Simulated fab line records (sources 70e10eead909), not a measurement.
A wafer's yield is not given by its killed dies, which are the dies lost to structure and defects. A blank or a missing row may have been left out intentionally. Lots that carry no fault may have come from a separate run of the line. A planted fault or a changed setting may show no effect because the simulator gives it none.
Chamber matching ; flow nand_harc ; rie_diel-03 running NHARC_A_CONTACT_ETCH_102: 4 sister chambers
The step etches the open film in CF4/O2, target depth 100 nm, overetch 10 nm, time 55 s. 18 wafers are shown with their chamber, then 9 later ones without.

EACH WAFER AND ITS CHAMBER
wafer;chamber;drypump_motor_current_A (A);showerhead_plenum_p_Torr (Torr);oes_product_au (a.u.)
L616.4;2;6.3;1.37;1.000
L616.5;2;6.2;1.37;0.997
L616.6;3;5.9;1.40;0.990
L613.1;3;5.9;1.40;0.983
L613.4;2;6.2;1.37;1.004
L613.6;1;6.2;1.28;1.004
L620.2;2;6.2;1.37;1.002
L620.5;1;6.2;1.28;1.004
L620.6;0;5.5;1.27;0.994
L624.1;1;6.2;1.28;1.008
L624.3;3;5.9;1.40;0.987
L624.4;2;6.2;1.37;1.005
L631.1;1;6.2;1.27;1.011
L631.3;2;6.2;1.36;1.005
L631.4;3;5.9;1.40;0.985
L632.1;1;6.2;1.27;1.000
L632.2;0;5.5;1.26;0.987
L632.4;3;5.9;1.40;0.976

SIGNATURES, as means of the wafers listed above
reading;chamber 0;chamber 1;chamber 2;chamber 3;scatter within a chamber
drypump_motor_current_A;5.500;6.200;6.217;5.900;0.0244
showerhead_plenum_p_Torr;1.2650;1.2760;1.3683;1.4000;0.00425
oes_product_au;0.99050;1.00540;1.00217;0.98420;0.00429
Rule: for each reading, subtract the chamber's mean from the wafer's reading, divide by that reading's scatter and square the result; add these up over the readings and take the root, which gives the wafer's distance from the chamber. The wafer belongs to the nearest chamber; if the next one is less than 2 further off, it can't be placed. The scatter: the root of (the sum of the squares of (reading less its chamber's mean) over the shown wafers, divided by (wafers less chambers)).

WAFERS WITHOUT THEIR CHAMBER
wafer;drypump_motor_current_A (A);showerhead_plenum_p_Torr (Torr);oes_product_au (a.u.)
L633.1;5.6;1.26;0.993
L633.2;5.9;1.40;0.987
L633.5;5.9;1.40;0.993
L634.3;6.2;1.27;1.001
L634.4;5.5;1.26;0.998
L634.6;6.1;1.27;1.012
L636.2;6.3;1.36;1.013
L636.5;6.2;1.27;1.008
L636.6;5.6;1.26;0.988

WHICH CHAMBER EACH ONE RAN IN
wafer;from the rows above;in truth
L633.1;0;0
L633.2;3;3
L633.5;3;3
L634.3;1;1
L634.4;0;0
L634.6;1;1
L636.2;2;2
L636.5;1;1
L636.6;0;0
Correctly placed: 9 of 9. Left unplaced by these rows: 0. Number placed wrongly: 0.
